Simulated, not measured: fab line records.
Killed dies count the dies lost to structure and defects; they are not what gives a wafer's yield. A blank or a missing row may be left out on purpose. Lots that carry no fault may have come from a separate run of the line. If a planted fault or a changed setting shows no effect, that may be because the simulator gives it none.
The tool behind it: which one? -- flow nand harc -- 12 lots, 35 wafers sampled, at 7 steps of a route of 1159

== WHAT EACH GAUGE READ, for each wafer ==
NHARC_A_SGD_CUT_THK_MEAS_22: measures by ellipsometry. Usual: 148.1 nm for thk nm, sd 1.7.
lot,measured,on,thk nm (nm),flag
L875,day 13 18:17,film metro-02,149.4 148.5 148.6,
L877,day 14 13:35,film metro-01,147.7 150.0 149.2,
L878,day 14 18:53,film metro-02,147.1 149.0 146.8,
L880,day 15 05:43,film metro-02,148.0 149.1 53.5,OFF
L885,day 16 04:29,film metro-01,147.8 48.8,OFF
L881,day 16 08:40,film metro-02,150.1 48.3 146.7,OFF
L889,day 17 12:29,film metro-01,148.8 147.3 145.7,
L891,day 18 01:17,film metro-01,147.7 149.5 147.9,
L896,day 19 05:33,film metro-01,147.9 148.7 145.0,
L895,day 19 05:33,film metro-02,148.9 147.6 149.7,
L897,day 19 23:28,film metro-01,147.2 150.6 149.9,
L898,day 19 23:28,film metro-02,146.5 146.5 143.3,

NHARC_END_SORT_01. Usual: killed at array 28, standard deviation 10; killed at other 0.6, standard deviation 1.1; killed at periphery 3.6, standard deviation 2.6; killed dies 32, standard deviation 10; killed open 3.3, standard deviation 1.8; killed short 1.9, standard deviation 1.4.
lot,measured,on,killed at array,killed at other,killed at periphery,killed dies,killed open,killed short,flag
L889,day 23 07:10,prober-02,43 51 49,1 1 0,2 1 1,46 53 50,3 2 7,1 1 1,

== EACH LOT AND THE TOOL THAT RAN IT (in order: tool; ch and the chambers of the sampled wafers; start) ==
lot,NHARC_A_SGD_CUT_ETCH_59,NHARC_A_SGD_CUT_STRIP_17,NHARC_A_SGD_CUT_DEP_20,NHARC_A_SGD_CUT_CMP_21,NHARC_A_SLIT_DEP_25
L875,"rie diel-01 ch 1,2,3, day 13 14:17 or earlier","rie diel-01 ch 1,2, day 13 14:17 or earlier","fcvd-02 ch 0,1, day 13 14:17","cmp-01 ch 0,3, day 13 18:03","pecvd-04 ch 0,1,2, day 13 18:52"
L877,"rie diel-03 ch 0,1,3, day 14 04:04 or earlier","rie diel-03 ch 0,1,3, day 14 04:04 or earlier","fcvd-02 ch 0,1, day 14 04:04","cmp-02 ch 0,1,2, day 14 13:23","pecvd-01 ch 1,2, day 14 14:22"
L878,"rie diel-03 ch 0,1,3, day 14 14:47 or earlier","rie diel-03 ch 0,2, day 14 14:47 or earlier","fcvd-01 ch 0,1, day 14 14:47","cmp-04 ch 0,2, day 14 18:40","pecvd-04 ch 1,2, day 14 19:33"
L880,"rie diel-01 ch 1,3, day 14 23:26 or earlier","rie diel-01 ch 0,2,3, day 14 23:26 or earlier","fcvd-02 ch 0,1, day 14 23:26","cmp-04 ch 0,1, day 15 05:27","pecvd-04 ch 0,1,2, day 15 06:35"
L885,"rie diel-11 ch 1,2, day 16 01:12 or earlier","rie diel-11 ch 2,3, day 16 01:12 or earlier","fcvd-02 ch 0,1, day 16 01:12","cmp-04 ch 2, day 16 04:15","pecvd-02 ch 1,2, day 16 05:17"
L881,"rie diel-11 ch 2,3, day 16 04:04 or earlier","rie diel-11 ch 0,1,2, day 16 04:04 or earlier","fcvd-02 ch 0,1, day 16 04:04","cmp-01 ch 1,3, day 16 08:25","pecvd-01 ch 0,2, day 16 09:11"
L889,"rie diel-03 ch 1,2,3, day 17 08:18 or earlier","rie diel-03 ch 0,1,2, day 17 08:18 or earlier","fcvd-01 ch 0,1, day 17 08:18","cmp-04 ch 0,2,3, day 17 12:13","pecvd-02 ch 0,2, day 17 13:11"
L891,"rie diel-03 ch 0,1, day 17 20:30 or earlier","rie diel-03 ch 0,1,3, day 17 20:30 or earlier","fcvd-01 ch 0,1, day 17 20:30","cmp-01 ch 1,2, day 18 01:02","pecvd-02 ch 1,2, day 18 01:49"
L896,"rie diel-11 ch 2,3, day 18 18:46 or earlier","rie diel-11 ch 0,1, day 18 18:46 or earlier","fcvd-01 ch 0,1, day 18 18:46","cmp-02 ch 0,1,2, day 19 05:17","pecvd-04 ch 0,1, day 19 06:05"
L895,"rie diel-03 ch 1,3, day 18 19:03 or earlier","rie diel-03 ch 1,3, day 18 19:03 or earlier","fcvd-02 ch 0,1, day 18 19:03","cmp-01 ch 0,3, day 19 05:17","pecvd-02 ch 0,1,2, day 19 06:05"
L897,"rie diel-11 ch 0,3, day 19 18:26 or earlier","rie diel-11 ch 0,2,3, day 19 18:26 or earlier","fcvd-01 ch 0,1, day 19 18:26","cmp-01 ch 0,3, day 19 23:13","pecvd-01 ch 0,2, day 19 23:59"
L898,"rie diel-03 ch 0,1,3, day 19 19:08 or earlier","rie diel-03 ch 2,3, day 19 19:08 or earlier","fcvd-02 ch 0,1, day 19 19:08","cmp-04 ch 0,2,3, day 19 23:14","pecvd-04 ch 1,2, day 20 00:04"
- NHARC_A_SGD_CUT_ETCH_59: etches the open film in N2/H2, target depth 260 nm, time 406.25 s.
- NHARC_A_SGD_CUT_STRIP_17: strips in O2.
- NHARC_A_SGD_CUT_DEP_20: deposits SiO2, target thk 150 nm.
- NHARC_A_SGD_CUT_CMP_21: polishes, target thk 148.19 nm.
- NHARC_A_SLIT_DEP_25: deposits SiO2, target thk 200 nm.

== WHAT THE TOOLS THEMSELVES READ (means of the sampled wafers that have a number; where no wafer has one, the mark that the record gives instead) ==
NHARC_A_SGD_CUT_ETCH_59. Usual: drypump motor current A 5.6 A, standard deviation 0.53; h2 flow sccm 150.0 sccm, standard deviation 0.42; n2 flow sccm 150.0 sccm, standard deviation 0.44; oes product au 1.001 a.u., standard deviation 0.011; rf vpp V 430.5 V, standard deviation 2.8; showerhead plenum p Torr 2.04 Torr, standard deviation 0.1; throttle valve pct 14.172 %, standard deviation 0.0091.
lot,tool,drypump motor current A (A),h2 flow sccm (sccm),n2 flow sccm (sccm),oes product au (a.u.),rf vpp V (V),showerhead plenum p Torr (Torr),throttle valve pct (%),flag
L875,rie diel-01,5.7,149.7,149.9,1.001,429.9,2.02,14.172,
L877,rie diel-03,5.7,149.7,150.4,1.012,429.4,2.00,14.170,
L878,rie diel-03,5.7,150.2,149.6,1.012,428.8,2.00,14.183,
L880,rie diel-01,5.9,150.5,150.1,0.988,428.6,1.98,14.173,
L885,rie diel-11,5.1,149.7,150.6,1.002,430.3,2.04,14.177,
L881,rie diel-11,5.2,149.9,150.0,0.998,432.6,2.12,14.177,
L889,rie diel-03,5.8,149.9,150.2,1.003,431.6,2.08,14.172,
L891,rie diel-03,5.8,150.0,150.0,1.000,426.6,1.90,14.168,
L896,rie diel-11,5.2,150.4,150.3,0.998,431.8,2.11,14.166,
L895,rie diel-03,5.6,149.9,149.5,0.998,432.1,2.09,14.172,
L897,rie diel-11,6.1,149.5,149.1,0.993,432.4,2.12,14.164,
L898,rie diel-03,5.7,149.9,149.9,1.006,429.1,2.00,14.169,

NHARC_A_SGD_CUT_STRIP_17. Usual: drypump motor current A 5.6 A, standard deviation 0.53; oes product au 1.002 a.u., standard deviation 0.012; rf vpp V 57.8 V, standard deviation 0.98; showerhead plenum p Torr 3.53 Torr, standard deviation 0.16; throttle valve pct 17.037 %, standard deviation 0.0084.
lot,tool,drypump motor current A (A),oes product au (a.u.),rf vpp V (V),showerhead plenum p Torr (Torr),throttle valve pct (%),flag
L875,rie diel-01,5.2,1.014,58.5,3.59,17.036,
L877,rie diel-03,5.7,1.006,57.2,3.46,17.036,
L878,rie diel-03,5.8,1.006,57.1,3.56,17.033,
L880,rie diel-01,5.6,0.992,57.3,3.44,17.039,
L885,rie diel-11,5.3,1.004,58.2,3.65,17.039,
L881,rie diel-11,5.5,0.998,57.7,3.56,17.031,
L889,rie diel-03,5.9,1.006,57.3,3.44,17.040,
L891,rie diel-03,5.7,0.997,57.8,3.46,17.030,
L896,rie diel-11,6.0,0.981,58.1,3.57,17.043,
L895,rie diel-03,5.6,1.002,58.0,3.60,17.034,
L897,rie diel-11,5.7,1.002,57.9,3.64,17.044,
L898,rie diel-03,5.7,1.005,58.7,3.69,17.036,

NHARC_A_SGD_CUT_CMP_21. Usual: motor current A 12.0 A, standard deviation 1; time to endpoint s 49 s, standard deviation 3.8.
lot,tool,motor current A (A),time to endpoint s (s),flag
L875,cmp-01,12.2,49,
L877,cmp-02,11.1,47,
L878,cmp-04,12.8,45,
L880,cmp-04,12.8,38,
L885,cmp-04,12.6,28,OFF
L881,cmp-01,13.0,39,
L889,cmp-04,12.2,49,
L891,cmp-01,11.9,47,
L896,cmp-02,10.8,44,
L895,cmp-01,12.1,53,
L897,cmp-01,12.1,53,
L898,cmp-04,12.3,46,

NHARC_A_SLIT_DEP_25. Usual: heater power w 608 W, standard deviation 120; throttle valve pct 16.1 %, standard deviation 0.43.
lot,tool,heater power w (W),throttle valve pct (%),flag
L875,pecvd-04,614,16.5,
L877,pecvd-01,530,15.9,
L878,pecvd-04,629,16.1,
L880,pecvd-04,683,16.7,
L885,pecvd-02,692,16.0,
L881,pecvd-01,504,15.9,
L889,pecvd-02,585,16.1,
L891,pecvd-02,613,16.2,
L896,pecvd-04,718,16.0,
L895,pecvd-02,623,16.0,
L897,pecvd-01,479,16.0,
L898,pecvd-04,601,16.0,

== THE ANSWER, worked out from the rows above alone ==
Rule: a lot counts as off when the mean over its wafers that have a number is more than 3 standard deviations away from the usual mean. A lot without any number at a reading at which 4 lots or more have one is off too. The other lots that the step has rows for count as sound. Order of review: gauges by route order, followed by the tools' own readings, for which a lot's mean as printed above is used. At the first step where some lot is off, the reading lying furthest off is the one used; lots without a number count as furthest.
Off: L880, L885, L881, at NHARC_A_SGD_CUT_THK_MEAS_22 (thk nm).
If a tool, at a process step before that reading, ran all the lots that are off and no sound lot after the first of them, it fits. Those tools and the gauges at NHARC_A_SGD_CUT_THK_MEAS_22 are tried in the same way. NHARC_A_SGD_CUT_ETCH_59 gives no start for some lots, so the hours and the order of its lots are those of NHARC_A_SGD_CUT_DEP_20. NHARC_A_SGD_CUT_STRIP_17 gives no start for some lots, so the hours and the order of its lots are those of NHARC_A_SGD_CUT_DEP_20. Of those tried, none fits.

== WHAT WAS PUT IN BY THE SIMULATOR ==
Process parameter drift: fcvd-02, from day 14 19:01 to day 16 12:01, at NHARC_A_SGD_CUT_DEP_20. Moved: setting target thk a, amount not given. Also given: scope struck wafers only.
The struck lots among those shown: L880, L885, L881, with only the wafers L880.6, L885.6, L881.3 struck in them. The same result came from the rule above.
